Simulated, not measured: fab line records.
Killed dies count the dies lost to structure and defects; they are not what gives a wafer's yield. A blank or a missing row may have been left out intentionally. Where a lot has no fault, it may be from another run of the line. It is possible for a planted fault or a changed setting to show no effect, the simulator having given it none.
The tool behind it: which one? ; flow n5Finfet ; 27 wafers from 9 lots sampled at 2 of the route's 1938 steps

WHAT EACH GAUGE READ, for each wafer
N5_PMOS_HMC_CHANNEL_EPI_INSPECT_11: inspects for defects (macro).
lot;measured;on;rawDefectCount
L076;day 2 04:57;defectInspect-02;1 4 1
L078;day 2 17:34;defectInspect-01;0 2 2
L080;day 3 05:23;defectInspect-02;4 2 1
L082;day 3 17:08;defectInspect-02;3 2 2
L087;day 5 00:00;defectInspect-01;1 3 3
L089;day 5 11:11;defectInspect-01;0 2 2
L091;day 5 23:06;defectInspect-01;2 2 3
L094;day 7 06:46;defectInspect-01;3 0 1
L096;day 7 08:31;defectInspect-01;2 1 0

EACH LOT AND THE TOOL THAT RAN IT (in order: tool; ch and the chambers of the sampled wafers; start)
lot;N5_ZERO_LAYER_ETCH_17
L076;rieDiel-01 ch 0,2, day 2 00:50
L078;rieDiel-03 ch 0,2, day 2 13:14
L080;rieDiel-01 ch 0,1,2, day 3 00:52
L082;rieDiel-06 ch 0,1,3, day 3 12:43
L087;rieDiel-06 ch 0,2, day 4 18:50
L089;rieDiel-03 ch 0,1,3, day 5 06:43
L091;rieDiel-03 ch 1,2,3, day 5 18:52
L094;rieDiel-01 ch 0,1,3, day 6 12:50
L096;rieDiel-06 ch 1,2,3, day 7 02:14
- N5_ZERO_LAYER_ETCH_17: etches SiO2 in CF4, target depth 12 nm, time 13.3 s.

THE ANSWER, worked out from the rows above alone
Rule: the lots themselves supply what counts as usual. Put in order of their means at a reading, lots are off if they are a third of the lots or fewer, leave a main group of 4 or more, and stand apart from it by a gap of 3 or more times the standard deviation of the main group's means; of several such gaps the widest counts. Not used: any main group whose means are identical at the precision the tables above print for the reading. Also off: a lot with no number at a reading for which 4 or more lots have one. All remaining lots with rows at the step are treated as sound.
Across all readings shown, no lot is off: no conclusion can be drawn from this.

WHAT HAD BEEN PUT IN BY THE SIMULATOR
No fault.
